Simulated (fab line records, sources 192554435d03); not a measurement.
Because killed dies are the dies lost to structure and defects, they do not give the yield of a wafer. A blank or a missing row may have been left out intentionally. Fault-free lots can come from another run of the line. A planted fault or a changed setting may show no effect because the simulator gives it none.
Matching of chambers ; flow n5_finfet ; N5_BEOL_M2_ILD_DEP_00 on pecvd-03: 3 sister chambers
The step deposits SiOC from DEMS/O2, target thk 79 nm, time 15.3 s. 18 wafers are shown with their chamber, then 9 later ones without.

WAFERS PAIRED WITH THEIR CHAMBERS
wafer;chamber;throttle_valve_pct (%);heater_power_outer_w (W);heater_power_w (W)
L076.3;0;12.6;330;528
L076.4;2;10.7;352;598
L076.6;1;11.5;366;590
L078.1;1;11.8;396;634
L078.2;2;11.2;293;537
L078.5;2;11.0;299;534
L079.1;1;12.0;423;690
L079.3;0;12.5;304;486
L079.5;2;11.0;323;570
L080.4;1;12.0;413;655
L080.5;0;12.5;295;492
L080.6;2;11.0;319;559
L082.3;0;12.5;331;555
L082.4;2;10.8;326;575
L082.6;1;11.6;425;704
L084.2;2;10.9;337;596
L084.3;0;12.6;257;431
L084.6;0;12.4;259;429

SIGNATURES (means of the wafers above)
reading;chamber 0;chamber 1;chamber 2;scatter within a chamber
throttle_valve_pct;12.517;11.780;10.943;0.162
heater_power_outer_w;296.00;404.60;321.29;26.1
heater_power_w;486.83;654.60;567.00;40.9
Rule: a wafer lies at a distance from a chamber equal to the root of the sum of squares, over the readings, of (its reading less the chamber's mean, divided by the reading's scatter). The wafer belongs to the nearest chamber; if the next one is less than 2 further off, it can't be placed. The scatter: the root of (the sum of the squares of (reading less its chamber's mean) over the shown wafers, divided by (wafers less chambers)).

WAFERS MISSING THEIR CHAMBER
wafer;throttle_valve_pct (%);heater_power_outer_w (W);heater_power_w (W)
L089.1;10.9;292;534
L089.2;12.0;383;628
L089.6;11.3;299;523
L096.3;11.2;300;543
L096.4;11.0;297;531
L096.5;12.5;305;505
L095.3;11.7;354;577
L095.5;12.4;287;472
L095.6;11.1;336;595

EACH ONE'S CHAMBER
wafer;from the rows above;in truth
L089.1;2;2
L089.2;1;1
L089.6;2;2
L096.3;2;2
L096.4;2;2
L096.5;0;0
L095.3;1;1
L095.5;0;0
L095.6;2;2
Placed correctly: 9 of 9. Can't be placed from these rows: 0. Number placed wrongly: 0.
